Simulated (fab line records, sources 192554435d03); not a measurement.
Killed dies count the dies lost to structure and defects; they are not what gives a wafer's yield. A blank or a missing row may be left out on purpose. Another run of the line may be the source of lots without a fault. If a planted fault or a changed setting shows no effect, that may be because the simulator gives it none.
Matching of chambers / flow n5-finfet / N5_BEOL_M12_ILD_DEP_00 on pecvd-02 has 3 sister chambers
The step deposits SiOC from DEMS/O2, target thk 658.92 nm, time 130.7 s. 3 wafers are shown with their chamber, then 12 later ones without.

WAFERS WITH THEIR CHAMBER
wafer=L092.2; chamber=2; throttle-valve-pct (%)=11.8
wafer=L092.4; chamber=1; throttle-valve-pct (%)=12.1
wafer=L092.5; chamber=0; throttle-valve-pct (%)=13.2

WAFERS WHOSE CHAMBER IS MISSING
wafer=L093.1; throttle-valve-pct (%)=11.9
wafer=L093.5; throttle-valve-pct (%)=12.1
wafer=L093.6; throttle-valve-pct (%)=12.9
wafer=L095.1; throttle-valve-pct (%)=12.9
wafer=L095.3; throttle-valve-pct (%)=11.8
wafer=L095.5; throttle-valve-pct (%)=12.0
wafer=L096.2; throttle-valve-pct (%)=13.2
wafer=L096.4; throttle-valve-pct (%)=13.0
wafer=L096.6; throttle-valve-pct (%)=11.9
wafer=L097.2; throttle-valve-pct (%)=11.8
wafer=L097.3; throttle-valve-pct (%)=12.2
wafer=L097.4; throttle-valve-pct (%)=11.9

THE CHAMBER EACH PASSED THROUGH
wafer=L093.1; from the rows above=can't be placed: 2 or 1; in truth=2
wafer=L093.5; from the rows above=1; in truth=1
wafer=L093.6; from the rows above=0; in truth=0
wafer=L095.1; from the rows above=0; in truth=0
wafer=L095.3; from the rows above=2; in truth=2
wafer=L095.5; from the rows above=can't be placed: 1 or 2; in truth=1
wafer=L096.2; from the rows above=0; in truth=0
wafer=L096.4; from the rows above=0; in truth=0
wafer=L096.6; from the rows above=can't be placed: 2 or 1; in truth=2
wafer=L097.2; from the rows above=2; in truth=2
wafer=L097.3; from the rows above=1; in truth=1
wafer=L097.4; from the rows above=can't be placed: 2 or 1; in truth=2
8 of 12 placed correctly. From these rows, 4 cannot be placed; in 4 the true chamber is one of the candidates. 0 placed wrongly.
How it was worked out, from the rows above alone: a wafer's distance from a chamber is the root of the sum, over the readings, of the square of ((its reading less the chamber's mean) divided by the reading's scatter). If the next closest chamber is less than 2 further off than the closest, the wafer can't be placed; otherwise it belongs to the closest. Each chamber's mean is taken over the wafers shown for it. The scatter: with one shown wafer a chamber, the root of the mean of the squares of how far each hidden wafer lies from its nearest shown one.
